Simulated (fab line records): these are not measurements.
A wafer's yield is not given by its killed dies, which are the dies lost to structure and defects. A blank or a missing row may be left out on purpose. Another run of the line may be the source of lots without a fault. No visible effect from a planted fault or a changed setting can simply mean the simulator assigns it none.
Matching of chambers / flow n5Finfet / N5_BEOL_M11_CMP_52 on cmp-02: 4 sister chambers
The step polishes, stops on SiCOH lowk, t overpolish 7 s, target thk 140 nm. 7 wafers are shown with their chamber, then 7 later ones without.

WAFERS WITH THEIR CHAMBER
wafer=L076.3; chamber=2; motorCurrentA (A)=5.3; timeToEndpointS (s)=64.5
wafer=L081.3; chamber=3; motorCurrentA (A)=5.3; timeToEndpointS (s)=70.0
wafer=L081.5; chamber=1; motorCurrentA (A)=5.2; timeToEndpointS (s)=71.8
wafer=L093.2; chamber=1; motorCurrentA (A)=5.2; timeToEndpointS (s)=68.5
wafer=L093.5; chamber=0; motorCurrentA (A)=5.8; timeToEndpointS (s)=64.7
wafer=L095.1; chamber=2; motorCurrentA (A)=5.2; timeToEndpointS (s)=62.7
wafer=L095.4; chamber=0; motorCurrentA (A)=5.8; timeToEndpointS (s)=66.7

WAFERS WITH NO CHAMBER GIVEN
wafer=L095.5; motorCurrentA (A)=5.5; timeToEndpointS (s)=63.2
wafer=L096.1; motorCurrentA (A)=5.8; timeToEndpointS (s)=62.7
wafer=L096.2; motorCurrentA (A)=5.2; timeToEndpointS (s)=69.3
wafer=L096.5; motorCurrentA (A)=5.3; timeToEndpointS (s)=63.9
wafer=L097.2; motorCurrentA (A)=5.1; timeToEndpointS (s)=66.2
wafer=L097.3; motorCurrentA (A)=5.7; timeToEndpointS (s)=65.9
wafer=L097.5; motorCurrentA (A)=5.1; timeToEndpointS (s)=65.0

CHAMBER TAKEN BY EACH
wafer=L095.5; from the rows above=can't be placed: 2 or 3 or 0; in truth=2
wafer=L096.1; from the rows above=0; in truth=0
wafer=L096.2; from the rows above=can't be placed: 1 or 3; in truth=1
wafer=L096.5; from the rows above=2; in truth=2
wafer=L097.2; from the rows above=can't be placed: 1 or 2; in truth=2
wafer=L097.3; from the rows above=0; in truth=0
wafer=L097.5; from the rows above=can't be placed: 2 or 1 or 3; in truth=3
Correctly placed: 3 of 7. Can't be placed from these rows: 4 (the true chamber is among the candidates in 4). Number placed wrongly: 0.
How it was worked out, from the rows above alone: a wafer's distance from a chamber is the root of the sum, over the readings, of the square of ((its reading less the chamber's mean) divided by the reading's scatter). If the next closest chamber is less than 2 further off than the closest, the wafer can't be placed; otherwise it belongs to the closest. For every chamber, the mean is computed from those of its wafers that are shown. How the scatter is found: for the shown wafers, subtract from each reading the mean of its chamber, square and add these, divide the total by (wafers less chambers), then take the root.
